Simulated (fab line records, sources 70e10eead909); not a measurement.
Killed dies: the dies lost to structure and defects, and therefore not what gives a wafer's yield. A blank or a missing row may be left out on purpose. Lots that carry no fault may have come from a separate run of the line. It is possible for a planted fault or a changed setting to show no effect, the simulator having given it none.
A struck lot beside a sound one	flow nand-harc	14 out of 1302 route steps
Sound: these wafers, L575.1, L575.4, L575.6. Struck: wafer L588.1. (L588.3, L588.4 of the same lot were not struck and are left out.) The cause comes at the end.
Each step with rows lists, per side, the tool, then ch with its chambers, then its first start. Under that, the readings that differ: sound wafers	struck wafers	difference of the means	sigmas: that difference in standard deviations of wafers without a fault.
alike: readings with means less than 2 such deviations apart, plus words and numbers identical on both sides. not compared: withheld readings, readings lacking a value on some wafer, bounds such as >300 that could conceal the same value, and numbers that have no deviation in the record and whose values overlap.
The two part at a step that has a row with sigmas, a row that says differs or no value, or rows on one side only. Numbers that don't overlap but have no deviation are shown without sigmas and don't part them. A reading missing from all wafers of one side parts the sides only when that side holds two or more wafers.

first, 6 steps without rows for these wafers: NHARC_A_DECK1_JOINT_CVD_34 (deposits SiNx, target thk 20 nm); NHARC_A_DECK1_JOINT_DEP_06 (deposits SiOx, target thk 80 nm); NHARC_A_DECK1_JOINT_CURE_26 (time 32 s); NHARC_A_DECK1_JOINT_ANNEAL_27 (time 3600 s); NHARC_A_DECK1_JOINT_ANNEAL_28 (time 1800 s); NHARC_A_DECK1_JOINT_ANNEAL_29 (time 1800 s).
NHARC_A_DECK1_JOINT_CMP_02: polishes SiOx.
  sound on cmp-02 ch 1,2,3, day 12 18:11; struck on cmp-02 ch 2, day 18 11:43
  alike: motor-current-A, retaining-ring-pressure-frac
following that, these wafers have no rows for 1 step: NHARC_A_DECK1_JOINT_SRD_15.
NHARC_A_DECK1_JOINT_DEP_16: deposits SiO2, target thk 45 nm.
  sound on pecvd-02 ch 1,2, day 12 18:35; struck on pecvd-04 ch 0, day 18 12:07
  alike: heater-power-w, susceptor-temp-C, throttle-valve-pct
NHARC_A_DECK1_JOINT_THK_MEAS_17: measures by ellipsometry.
  sound on film-metro-02 at day 12 18:52; struck on film-metro-01 at day 18 12:23
  alike: thk-nm
NHARC_A_DECK1_JOINT_INSPECT_05:
  sound on defect-inspect-01 at day 12 18:54; struck on defect-inspect-01 at day 18 12:26
  alike: raw-defect-count
NHARC_A_ONON_D2_DEP_00: target thk 1000 nm.
  sound on pecvd-onon-02 ch 0, day 12 18:58; struck on pecvd-onon-02 ch 0, day 18 12:29
  alike: nh3-flow-sccm, susceptor-temp-C
NHARC_A_ONON_D2_THK_MEAS_02: measures by ellipsometry.
  sound on film-metro-01 at day 12 19:28; struck on film-metro-01 at day 18 13:00
reading	sound	struck	difference	sigmas
thk-nm (nm)	1011 1012 1012	928	-84	-10
following that, 1 step holds no rows for these wafers, namely NHARC_A_ONON_D2_DEP_03 (target thickness 1000 nm).

## WHERE THEY PART
Only at NHARC_A_ONON_D2_THK_MEAS_02, as far as this record shows.

WHY: the cause the simulator had injected
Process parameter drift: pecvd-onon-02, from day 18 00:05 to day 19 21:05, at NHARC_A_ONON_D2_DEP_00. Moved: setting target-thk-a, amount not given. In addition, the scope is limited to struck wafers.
